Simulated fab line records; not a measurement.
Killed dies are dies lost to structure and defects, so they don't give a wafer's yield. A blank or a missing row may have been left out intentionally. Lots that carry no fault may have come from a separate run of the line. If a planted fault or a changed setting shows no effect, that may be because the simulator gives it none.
Lot-split experiment || flow n5-finfet || route with 1938 steps; 7 lots, 39 wafers read

== ABOUT THE SPLIT ==
At N5_MOL_CONTACT_COAG_ALD_27 (deposits SiOC, target thk 17 nm, pulse time 1.5 s, time 2720 s), the setting ald-cycles was moved away from the recipe's 340 on 12 of the 39 wafers read, by -39.1% to +46.2%. For the rest of the wafers, this setting stayed at what the recipe calls for.

The reading comes from the split's own step.

== THE READING ==
SiOC_of_MOL_CONTACT_COAG_ALD_27.thk-nm (the simulator's own value, which no gauge read), in nm, at N5_MOL_CONTACT_COAG_ALD_27 (deposits SiOC, target thk 17 nm, pulse time 1.5 s, time 2720 s). No usual value for it is given in the file. Across the 27 wafers here that went through the recipe, the average is 17.0 nm and the standard deviation 0.086 nm.

{"wafer": "L075.1", "tool, chamber at the split": "ald-sin-02, 3,0,2,3,0", "ald-cycles as run": 340, "against the recipe": "recipe", "SiOC_of_MOL_CONTACT_COAG_ALD_27.thk-nm, nm": 17, "against lot-mates on the recipe": "-"}
{"wafer": "L075.2", "tool, chamber at the split": "ald-sin-02, 3,0,2,3,0", "ald-cycles as run": 340, "against the recipe": "recipe", "SiOC_of_MOL_CONTACT_COAG_ALD_27.thk-nm, nm": 17, "against lot-mates on the recipe": "-"}
{"wafer": "L075.4", "tool, chamber at the split": "ald-sin-02, 3,0,2,3,0", "ald-cycles as run": 340, "against the recipe": "recipe", "SiOC_of_MOL_CONTACT_COAG_ALD_27.thk-nm, nm": 17, "against lot-mates on the recipe": "-"}
{"wafer": "L075.5", "tool, chamber at the split": "ald-sin-02, 3,0,2,3,0", "ald-cycles as run": 340, "against the recipe": "recipe", "SiOC_of_MOL_CONTACT_COAG_ALD_27.thk-nm, nm": 17, "against lot-mates on the recipe": "-"}
{"wafer": "L075.6", "tool, chamber at the split": "ald-sin-02, 3,0,2,3,0", "ald-cycles as run": 340, "against the recipe": "recipe", "SiOC_of_MOL_CONTACT_COAG_ALD_27.thk-nm, nm": 17, "against lot-mates on the recipe": "-"}
{"wafer": "L075.3", "tool, chamber at the split": "ald-sin-02, 2", "ald-cycles as run": 340, "against the recipe": "recipe", "SiOC_of_MOL_CONTACT_COAG_ALD_27.thk-nm, nm": 16.8, "against lot-mates on the recipe": "-"}
{"wafer": "L074.2", "tool, chamber at the split": "ald-sin-03, 2", "ald-cycles as run": 340, "against the recipe": "recipe", "SiOC_of_MOL_CONTACT_COAG_ALD_27.thk-nm, nm": 17, "against lot-mates on the recipe": "-"}
{"wafer": "L074.3", "tool, chamber at the split": "ald-sin-03, 0", "ald-cycles as run": 340, "against the recipe": "recipe", "SiOC_of_MOL_CONTACT_COAG_ALD_27.thk-nm, nm": 17.2, "against lot-mates on the recipe": "-"}
{"wafer": "L074.5", "tool, chamber at the split": "ald-sin-03, 0", "ald-cycles as run": 340, "against the recipe": "recipe", "SiOC_of_MOL_CONTACT_COAG_ALD_27.thk-nm, nm": 17.2, "against lot-mates on the recipe": "-"}
{"wafer": "L079.1", "tool, chamber at the split": "ald-sin-02, 2,0,1,3,0,1", "ald-cycles as run": 340, "against the recipe": "recipe", "SiOC_of_MOL_CONTACT_COAG_ALD_27.thk-nm, nm": 17, "against lot-mates on the recipe": "-"}
{"wafer": "L079.2", "tool, chamber at the split": "ald-sin-02, 2,0,1,3,0,1", "ald-cycles as run": 340, "against the recipe": "recipe", "SiOC_of_MOL_CONTACT_COAG_ALD_27.thk-nm, nm": 17, "against lot-mates on the recipe": "-"}
{"wafer": "L079.3", "tool, chamber at the split": "ald-sin-02, 2,0,1,3,0,1", "ald-cycles as run": 340, "against the recipe": "recipe", "SiOC_of_MOL_CONTACT_COAG_ALD_27.thk-nm, nm": 17, "against lot-mates on the recipe": "-"}
{"wafer": "L079.4", "tool, chamber at the split": "ald-sin-02, 2,0,1,3,0,1", "ald-cycles as run": 340, "against the recipe": "recipe", "SiOC_of_MOL_CONTACT_COAG_ALD_27.thk-nm, nm": 17, "against lot-mates on the recipe": "-"}
{"wafer": "L079.5", "tool, chamber at the split": "ald-sin-02, 2,0,1,3,0,1", "ald-cycles as run": 340, "against the recipe": "recipe", "SiOC_of_MOL_CONTACT_COAG_ALD_27.thk-nm, nm": 17, "against lot-mates on the recipe": "-"}
{"wafer": "L079.6", "tool, chamber at the split": "ald-sin-02, 2,0,1,3,0,1", "ald-cycles as run": 340, "against the recipe": "recipe", "SiOC_of_MOL_CONTACT_COAG_ALD_27.thk-nm, nm": 17, "against lot-mates on the recipe": "-"}
{"wafer": "L082.1", "tool, chamber at the split": "ald-sin-01, 1,3,0", "ald-cycles as run": 340, "against the recipe": "recipe", "SiOC_of_MOL_CONTACT_COAG_ALD_27.thk-nm, nm": 17, "against lot-mates on the recipe": "-"}
{"wafer": "L082.3", "tool, chamber at the split": "ald-sin-01, 1,3,0", "ald-cycles as run": 340, "against the recipe": "recipe", "SiOC_of_MOL_CONTACT_COAG_ALD_27.thk-nm, nm": 17, "against lot-mates on the recipe": "-"}
{"wafer": "L082.4", "tool, chamber at the split": "ald-sin-01, 1,3,0", "ald-cycles as run": 340, "against the recipe": "recipe", "SiOC_of_MOL_CONTACT_COAG_ALD_27.thk-nm, nm": 17, "against lot-mates on the recipe": "-"}
{"wafer": "L082.2", "tool, chamber at the split": "ald-sin-01, 2,2,3", "ald-cycles as run": 484, "against the recipe": "+42.4%", "SiOC_of_MOL_CONTACT_COAG_ALD_27.thk-nm, nm": 24.2, "against lot-mates on the recipe": "+7.2"}
{"wafer": "L082.5", "tool, chamber at the split": "ald-sin-01, 2,2,3", "ald-cycles as run": 484, "against the recipe": "+42.4%", "SiOC_of_MOL_CONTACT_COAG_ALD_27.thk-nm, nm": 24.2, "against lot-mates on the recipe": "+7.2"}
{"wafer": "L082.6", "tool, chamber at the split": "ald-sin-01, 2,2,3", "ald-cycles as run": 484, "against the recipe": "+42.4%", "SiOC_of_MOL_CONTACT_COAG_ALD_27.thk-nm, nm": 24.2, "against lot-mates on the recipe": "+7.2"}
{"wafer": "L086.1", "tool, chamber at the split": "ald-sin-02, 2", "ald-cycles as run": 340, "against the recipe": "recipe", "SiOC_of_MOL_CONTACT_COAG_ALD_27.thk-nm, nm": 16.8, "against lot-mates on the recipe": "-"}
{"wafer": "L086.2", "tool, chamber at the split": "ald-sin-02, 0,1", "ald-cycles as run": 340, "against the recipe": "recipe", "SiOC_of_MOL_CONTACT_COAG_ALD_27.thk-nm, nm": 17, "against lot-mates on the recipe": "-"}
{"wafer": "L086.6", "tool, chamber at the split": "ald-sin-02, 0,1", "ald-cycles as run": 340, "against the recipe": "recipe", "SiOC_of_MOL_CONTACT_COAG_ALD_27.thk-nm, nm": 17, "against lot-mates on the recipe": "-"}
{"wafer": "L086.3", "tool, chamber at the split": "ald-sin-02, 3,1,2", "ald-cycles as run": 497, "against the recipe": "+46.2%", "SiOC_of_MOL_CONTACT_COAG_ALD_27.thk-nm, nm": 24.8, "against lot-mates on the recipe": "+7.9"}
{"wafer": "L086.4", "tool, chamber at the split": "ald-sin-02, 3,1,2", "ald-cycles as run": 497, "against the recipe": "+46.2%", "SiOC_of_MOL_CONTACT_COAG_ALD_27.thk-nm, nm": 24.8, "against lot-mates on the recipe": "+7.9"}
{"wafer": "L086.5", "tool, chamber at the split": "ald-sin-02, 3,1,2", "ald-cycles as run": 497, "against the recipe": "+46.2%", "SiOC_of_MOL_CONTACT_COAG_ALD_27.thk-nm, nm": 24.8, "against lot-mates on the recipe": "+7.9"}
{"wafer": "L095.1", "tool, chamber at the split": "ald-sin-01, 1", "ald-cycles as run": 340, "against the recipe": "recipe", "SiOC_of_MOL_CONTACT_COAG_ALD_27.thk-nm, nm": 16.8, "against lot-mates on the recipe": "-"}
{"wafer": "L095.2", "tool, chamber at the split": "ald-sin-01, 2,0", "ald-cycles as run": 286, "against the recipe": "-15.9%", "SiOC_of_MOL_CONTACT_COAG_ALD_27.thk-nm, nm": 14.2, "against lot-mates on the recipe": -2.7}
{"wafer": "L095.4", "tool, chamber at the split": "ald-sin-01, 2,0", "ald-cycles as run": 286, "against the recipe": "-15.9%", "SiOC_of_MOL_CONTACT_COAG_ALD_27.thk-nm, nm": 14.2, "against lot-mates on the recipe": -2.7}
{"wafer": "L095.3", "tool, chamber at the split": "ald-sin-01, 3", "ald-cycles as run": 286, "against the recipe": "-15.9%", "SiOC_of_MOL_CONTACT_COAG_ALD_27.thk-nm, nm": 14.4, "against lot-mates on the recipe": -2.5}
{"wafer": "L095.5", "tool, chamber at the split": "ald-sin-01, 1,2", "ald-cycles as run": 340, "against the recipe": "recipe", "SiOC_of_MOL_CONTACT_COAG_ALD_27.thk-nm, nm": 17, "against lot-mates on the recipe": "-"}
{"wafer": "L095.6", "tool, chamber at the split": "ald-sin-01, 1,2", "ald-cycles as run": 340, "against the recipe": "recipe", "SiOC_of_MOL_CONTACT_COAG_ALD_27.thk-nm, nm": 17, "against lot-mates on the recipe": "-"}
{"wafer": "L097.1", "tool, chamber at the split": "ald-sin-02, 2,3,1", "ald-cycles as run": 207, "against the recipe": "-39.1%", "SiOC_of_MOL_CONTACT_COAG_ALD_27.thk-nm, nm": 10.4, "against lot-mates on the recipe": -6.6}
{"wafer": "L097.3", "tool, chamber at the split": "ald-sin-02, 2,3,1", "ald-cycles as run": 207, "against the recipe": "-39.1%", "SiOC_of_MOL_CONTACT_COAG_ALD_27.thk-nm, nm": 10.4, "against lot-mates on the recipe": -6.6}
{"wafer": "L097.4", "tool, chamber at the split": "ald-sin-02, 2,3,1", "ald-cycles as run": 207, "against the recipe": "-39.1%", "SiOC_of_MOL_CONTACT_COAG_ALD_27.thk-nm, nm": 10.4, "against lot-mates on the recipe": -6.6}
{"wafer": "L097.2", "tool, chamber at the split": "ald-sin-02, 0,0,1", "ald-cycles as run": 340, "against the recipe": "recipe", "SiOC_of_MOL_CONTACT_COAG_ALD_27.thk-nm, nm": 17, "against lot-mates on the recipe": "-"}
{"wafer": "L097.5", "tool, chamber at the split": "ald-sin-02, 0,0,1", "ald-cycles as run": 340, "against the recipe": "recipe", "SiOC_of_MOL_CONTACT_COAG_ALD_27.thk-nm, nm": 17, "against lot-mates on the recipe": "-"}
{"wafer": "L097.6", "tool, chamber at the split": "ald-sin-02, 0,0,1", "ald-cycles as run": 340, "against the recipe": "recipe", "SiOC_of_MOL_CONTACT_COAG_ALD_27.thk-nm, nm": 17, "against lot-mates on the recipe": "-"}
Rows listing several chambers each stand for several wafers; the file does not say which wafer went through which chamber.

FIT RESULTS
A straight line over all 39 wafers: SiOC_of_MOL_CONTACT_COAG_ALD_27.thk-nm changes by +0.169 nm for each +1% of ald-cycles; r = +1.00; the points scatter about the line by 0.08 nm.
The same after taking each lot's own level away (the mean of its wafers on the recipe; 39 wafers): +0.17 nm for each +1%; r = +1.00; scatter 0.063 nm.
Per that fit: largest ald-cycles move, reading shift of 7.8 nm.
The lots' own levels span 16.93 to 17.13 nm, that is 2.3 times the standard deviation above.
Consequently the slope shifts little with the lot-to-lot level, the two slopes agreeing.
Check: for one of the wafers moved furthest among these (+46.2%), held out of the fit, the line's prediction against its lot-mates is +7.84 nm. It came out at +7.87 nm against them.

== THE OTHER SPLITS THESE WAFERS WENT THROUGH ==
Note: prior to the reading, these wafers also went through further splits. Each is held against what the fit with the lots' levels taken away leaves over:
{"other split on the same wafers": "N5_FIN_SAQP_DEVELOP_15 develop-time-s", "wafers away from the commonest value": 18, "r with SiOC_of_MOL_CONTACT_COAG_ALD_27.thk-nm (lot level and that fit taken away)": "+0.06"}
{"other split on the same wafers": "N5_HKMG_FIN_HK_ALD_01 ald-cycles", "wafers away from the commonest value": 9, "r with SiOC_of_MOL_CONTACT_COAG_ALD_27.thk-nm (lot level and that fit taken away)": "+0.08"}

== FILE'S OWN FIT ==
SiOC_of_MOL_CONTACT_COAG_ALD_27.thk-nm changes by +0.17 nm for each +1% of ald-cycles, r = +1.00.
